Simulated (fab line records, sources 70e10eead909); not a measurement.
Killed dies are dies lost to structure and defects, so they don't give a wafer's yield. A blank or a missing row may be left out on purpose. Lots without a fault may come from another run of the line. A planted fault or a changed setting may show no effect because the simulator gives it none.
Which tool did it? | flow nand_harc | 14 lots, 42 wafers sampled, at 4 steps of a route of 1302

WHAT THE GAUGES READ, wafer by wafer
The record holds no reading of a measuring or inspecting step that can be judged against a usual standard deviation.

WHICH TOOL RAN EACH LOT (tool, then ch and the chambers of the sampled wafers, then the start)
lot  | NHARC_P_M1_PRE_CLEAN_32         | NHARC_P_M2_DESCUM_14               | NHARC_P_M2_ETCH_15                 | NHARC_P_M2_ANNEAL_31
L310 | pecvd-04 ch 0,1,2, day 6 15:59  | rie_diel-02 ch 1,2,3, day 6 17:22  | rie_diel-02 ch 0,1,2, day 6 17:33  | rtp_anneal-02 ch 0, day 6 19:07
L311 | pecvd-04 ch 0,1, day 7 04:36    | rie_diel-10 ch 0,1,2, day 7 06:07  | rie_diel-10 ch 0,1,3, day 7 06:17  | rtp_anneal-02 ch 0, day 7 07:55
L312 | pecvd-04 ch 0,1, day 7 09:58    | rie_diel-02 ch 0,2,3, day 7 11:29  | rie_diel-02 ch 0,3, day 7 11:38    | rtp_anneal-02 ch 0, day 7 13:16
L314 | pecvd-04 ch 1,2, day 8 07:17    | rie_diel-13 ch 1,2,3, day 8 08:47  | rie_diel-13 ch 0,1,3, day 8 08:58  | rtp_anneal-01 ch 0, day 8 10:50
L320 | pecvd-04 ch 0,1,2, day 10 23:33 | rie_diel-13 ch 1,2,3, day 11 00:56 | rie_diel-13 ch 0,1,3, day 11 01:07 | rtp_anneal-02 ch 0, day 11 02:49
L321 | pecvd-03 ch 0,1, day 11 02:53   | rie_diel-13 ch 1,2, day 11 04:25   | rie_diel-13 ch 0,1, day 11 04:35   | rtp_anneal-02 ch 0, day 11 06:10
L324 | pecvd-01 ch 0,1,2, day 12 18:11 | rie_diel-10 ch 2,3, day 12 19:42   | rie_diel-10 ch 2,3, day 12 19:58   | rtp_anneal-01 ch 0, day 12 21:44
L326 | pecvd-03 ch 0,2, day 13 06:05   | rie_diel-10 ch 1,2,3, day 13 07:35 | rie_diel-10 ch 0,1,3, day 13 07:46 | rtp_anneal-02 ch 0, day 13 09:24
L327 | pecvd-04 ch 0,1,2, day 13 20:57 | rie_diel-13 ch 0,2, day 13 22:26   | rie_diel-13 ch 0,1,2, day 13 22:36 | rtp_anneal-02 ch 0, day 14 00:11
L328 | pecvd-01 ch 0,2, day 14 12:37   | rie_diel-02 ch 0,2,3, day 14 14:02 | rie_diel-02 ch 0,1, day 14 14:12   | rtp_anneal-02 ch 0, day 14 15:54
L329 | pecvd-01 ch 0,2, day 14 13:29   | rie_diel-13 ch 0,1,2, day 14 15:00 | rie_diel-13 ch 1,2, day 14 15:10   | rtp_anneal-01 ch 0, day 14 17:00
L330 | pecvd-03 ch 0,1, day 15 06:02   | rie_diel-02 ch 0,1,3, day 15 07:34 | rie_diel-02 ch 0,1,3, day 15 07:44 | rtp_anneal-01 ch 0, day 15 09:23
L331 | pecvd-01 ch 0,1,2, day 15 09:50 | rie_diel-02 ch 2,3, day 15 11:20   | rie_diel-02 ch 0,1,2, day 15 11:32 | rtp_anneal-01 ch 0, day 15 13:34
L332 | pecvd-03 ch 0,1, day 15 17:31   | rie_diel-10 ch 0,1,3, day 15 19:02 | rie_diel-10 ch 0,1, day 15 19:11   | rtp_anneal-01 ch 0, day 15 20:50
- NHARC_P_M1_PRE_CLEAN_32: time 12 s.
- NHARC_P_M2_DESCUM_14: chemistry O2, time 3 s.
- NHARC_P_M2_ETCH_15: etches the open film in C4F8/Ar, target depth 182.5 nm, time 91.2 s.
- NHARC_P_M2_ANNEAL_31: time 90 s.

WHAT THE TOOLS THEMSELVES READ (means of the sampled wafers that have a number; where no wafer has one, the mark that the record gives instead)
NHARC_P_M1_PRE_CLEAN_32.
lot  | tool     | heater_power_w (W)
L310 | pecvd-04 | 693
L311 | pecvd-04 | 735
L312 | pecvd-04 | 703
L314 | pecvd-04 | 714
L320 | pecvd-04 | 736
L321 | pecvd-03 | 572
L324 | pecvd-01 | 613
L326 | pecvd-03 | 548
L327 | pecvd-04 | 685
L328 | pecvd-01 | 667
L329 | pecvd-01 | 590
L330 | pecvd-03 | 545
L331 | pecvd-01 | 626
L332 | pecvd-03 | 550

NHARC_P_M2_DESCUM_14.
lot  | tool        | drypump_motor_current_A (A) | oes_product_au (a.u.) | rf_vpp_V (V) | showerhead_plenum_p_Torr (Torr) | throttle_valve_pct (%)
L310 | rie_diel-02 | 5.6                         | 0.990                 | 57.4         | 1.91                            | 11.309
L311 | rie_diel-10 | 5.8                         | 1.010                 | 58.0         | 1.93                            | 11.306
L312 | rie_diel-02 | 6.1                         | 0.987                 | 57.1         | 1.90                            | 11.311
L314 | rie_diel-13 | 5.4                         | 0.999                 | 57.9         | 1.99                            | 11.310
L320 | rie_diel-13 | 5.4                         | 0.998                 | 58.0         | 1.99                            | 11.310
L321 | rie_diel-13 | 5.5                         | 1.006                 | 57.2         | 1.99                            | 11.315
L324 | rie_diel-10 | 6.0                         | 0.989                 | 57.9         | 1.85                            | 11.318
L326 | rie_diel-10 | 6.0                         | 0.996                 | 57.5         | 1.90                            | 11.320
L327 | rie_diel-13 | 5.9                         | 0.994                 | 57.8         | 1.91                            | 11.302
L328 | rie_diel-02 | 6.1                         | 0.984                 | 56.9         | 1.90                            | 11.311
L329 | rie_diel-13 | 5.7                         | 1.004                 | 58.6         | 1.95                            | 11.308
L330 | rie_diel-02 | 5.7                         | 0.988                 | 58.0         | 1.84                            | 11.306
L331 | rie_diel-02 | 6.0                         | 0.984                 | 57.7         | 1.97                            | 11.313
L332 | rie_diel-10 | 5.8                         | 1.002                 | 57.3         | 1.98                            | 11.306

NHARC_P_M2_ETCH_15.
lot  | tool        | oes_product_au (a.u.) | rf_vpp_V (V) | run_length_s (s)
L310 | rie_diel-02 | 0.916                 | 440.3        | 112.8
L311 | rie_diel-10 | 0.930                 | 443.2        | 112.4
L312 | rie_diel-02 | 0.909                 | 438.4        | 113.1
L314 | rie_diel-13 | 0.976                 | 442.5        | 112.3
L320 | rie_diel-13 | 0.928                 | 442.1        | 108.2
L321 | rie_diel-13 | 0.926                 | 440.5        | 103.9
L324 | rie_diel-10 | 0.938                 | 439.9        | 112.1
L326 | rie_diel-10 | 0.985                 | 443.2        | 112.6
L327 | rie_diel-13 | 0.978                 | 441.6        | 112.5
L328 | rie_diel-02 | 0.927                 | 438.7        | 112.9
L329 | rie_diel-13 | 0.912                 | 443.0        | 112.7
L330 | rie_diel-02 | 0.915                 | 438.0        | 112.9
L331 | rie_diel-02 | 0.921                 | 440.2        | 112.6
L332 | rie_diel-10 | 0.970                 | 442.6        | 112.8

NHARC_P_M2_ANNEAL_31.
lot  | tool          | wafer_temp_C_max
L310 | rtp_anneal-02 | 226.9
L311 | rtp_anneal-02 | 226.7
L312 | rtp_anneal-02 | 226.6
L314 | rtp_anneal-01 | 226.0
L320 | rtp_anneal-02 | 226.8
L321 | rtp_anneal-02 | 226.8
L324 | rtp_anneal-01 | 226.0
L326 | rtp_anneal-02 | 226.6
L327 | rtp_anneal-02 | 226.7
L328 | rtp_anneal-02 | 226.7
L329 | rtp_anneal-01 | 225.9
L330 | rtp_anneal-01 | 225.6
L331 | rtp_anneal-01 | 225.7
L332 | rtp_anneal-01 | 225.9

THE ANSWER, worked out from the rows above alone
Rule: what is usual is taken from the lots themselves. Put in order of their means at a reading, lots are off if they are a third of the lots or fewer, leave a main group of 4 or more, and stand apart from it by a gap of 3 or more times the standard deviation of the main group's means; of several such gaps the widest counts. A main group whose means are all the same, to the digits that the tables above print for the reading, isn't used. A lot without any number at a reading at which 4 lots or more have one is off too. The other lots that the step has rows for count as sound. The gauges are gone through in route order, then the tools' own readings, and for those a lot's mean is taken as printed above. The first step at which some lot is off is used, and at that step the reading that is off furthest; a lot without a number counts as furthest.
Off: L320, L321, at NHARC_P_M2_ETCH_15 (run_length_s). The main group: mean 112.6 s, standard deviation 0.27.
A tool fits if, at that step or a process step before it, it ran every lot that is off, and no sound lot after the first of them. None of those tried fits.

WHAT THE SIMULATOR HAD PUT IN
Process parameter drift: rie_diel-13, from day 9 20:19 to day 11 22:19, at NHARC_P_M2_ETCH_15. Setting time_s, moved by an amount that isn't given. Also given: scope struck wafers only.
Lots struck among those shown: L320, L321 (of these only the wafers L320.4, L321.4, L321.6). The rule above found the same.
